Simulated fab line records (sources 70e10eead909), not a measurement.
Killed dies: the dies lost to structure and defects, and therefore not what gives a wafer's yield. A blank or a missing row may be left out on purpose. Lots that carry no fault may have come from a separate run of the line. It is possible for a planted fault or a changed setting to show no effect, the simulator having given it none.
8D (eight disciplines) problem report, filled in by code || flow nand_harc || the parts of the form that need people (team, actions taken, sign-off) are left out

== 1. WHAT IS WRONG ==
raw_defect_count at NHARC_P_ZERO_WELL_INSPECT_43 reads a mean of 320 on 1 wafer of 1 lot; wafers without a fault read 14 with a standard deviation of 7.8. That puts it +39 standard deviations away from the usual mean.
Earliest sighting: wafer L973.5 on defect_inspect-02 at day 7 01:19. The record holds 36 wafers of 12 lots with a number at this step. The rule behind "out" and "out of limits": a value lying over 4 standard deviations away from the usual mean. The rest of the wafers with a number are treated as sound.

== 2. WHAT IT IS, AND WHAT IT ISN'T ==
{"question": "which readings at this step", "is": "raw_defect_count", "is not": "-"}
{"question": "which lots", "is": "L973", "is not": "L953, L955, L956, L958, L960, L961, L962, L963, L964, L965, L967"}
{"question": "which wafers of those lots", "is": "L973.5", "is not": "L973.2, L973.3"}
{"question": "read on which gauges", "is": "defect_inspect-02", "is not": "defect_inspect-01"}
{"question": "when", "is": "from day 7 01:19", "is not": "up to then (35 sound wafers)"}

== 3. WHAT RULES OUT EACH SUSPECT ==
Counting: a tool at a process step up to the reading stays a suspect if it ran every lot that is out. Sound lots after the first of them don't rule it out here, since some wafers of a struck lot are sound.
- ruled out: the gauge at NHARC_P_ZERO_WELL_INSPECT_43. All the wafers that are out were read on defect_inspect-02, but those of them that NHARC_END_SORT_01 has rows for are out there too, on other tools.
- rie_diel-05 at NHARC_P_ZERO_WELL_DESCUM_39 (chemistry O2, time 3 s): kept. It processed L973, the lot that is out, at day 6 22:08, and its most recent sound lot before then was L967 at day 5 10:24.
- wet_bench-04 at NHARC_P_ZERO_WELL_STRIP_41 (strips in SPM, time 840 s): kept. It processed L973, the lot that is out, at day 6 22:51, and its most recent sound lot before then was L965 at day 4 23:05.
What counting leaves: rie_diel-05 at NHARC_P_ZERO_WELL_DESCUM_39 and wet_bench-04 at NHARC_P_ZERO_WELL_STRIP_41.

== 4. THE CAUSE (what the simulator had put in) ==
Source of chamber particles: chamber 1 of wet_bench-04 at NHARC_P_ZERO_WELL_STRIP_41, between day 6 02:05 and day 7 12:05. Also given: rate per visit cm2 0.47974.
Counting left 2 suspects, and this tool is among them.

== 5. THE EFFECT CHAIN, in route order ==
Rows list readings where the struck wafers' mean (over those with a number) sits beyond 3 standard deviations from the usual. Only readings for which the record gives a usual standard deviation are gone through. hours: the time from each lot's start at the first step in this table that gives one to its start at this step, as a median over the lots. sigmas: the change in usual standard deviations.
{"hours": 0, "step": "NHARC_P_ZERO_WELL_INSPECT_43", "reading": "raw_defect_count", "usual": 14, "on struck wafers": 320, "change": "+306", "sigmas": "+39"}
{"hours": 424, "step": "NHARC_END_SORT_01", "reading": "killed_at_periphery", "usual": 3.4, "on struck wafers": 52.0, "change": "+48.6", "sigmas": "+22"}
{"hours": 424, "step": "NHARC_END_SORT_01", "reading": "killed_dies", "usual": 31, "on struck wafers": 81, "change": "+50", "sigmas": "+5.0"}
Later measuring or inspecting steps at which every struck wafer that the step has a row for has a number for every such reading, and none has moved that far: NHARC_P_GATE_OVL_MEAS_27.

== 6. HOW IT WOULD HAVE BEEN CAUGHT EARLIER ==
Counted from the fault's start at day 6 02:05, it took 23 hours until the first out-of-limits reading at a measuring or inspecting step in this record, taken at day 7 01:19.
By day 7 01:19, every lot that is out (1) had started NHARC_P_ZERO_WELL_STRIP_41 on wet_bench-04. Had the tool been put on hold then, not one of them would have been saved.
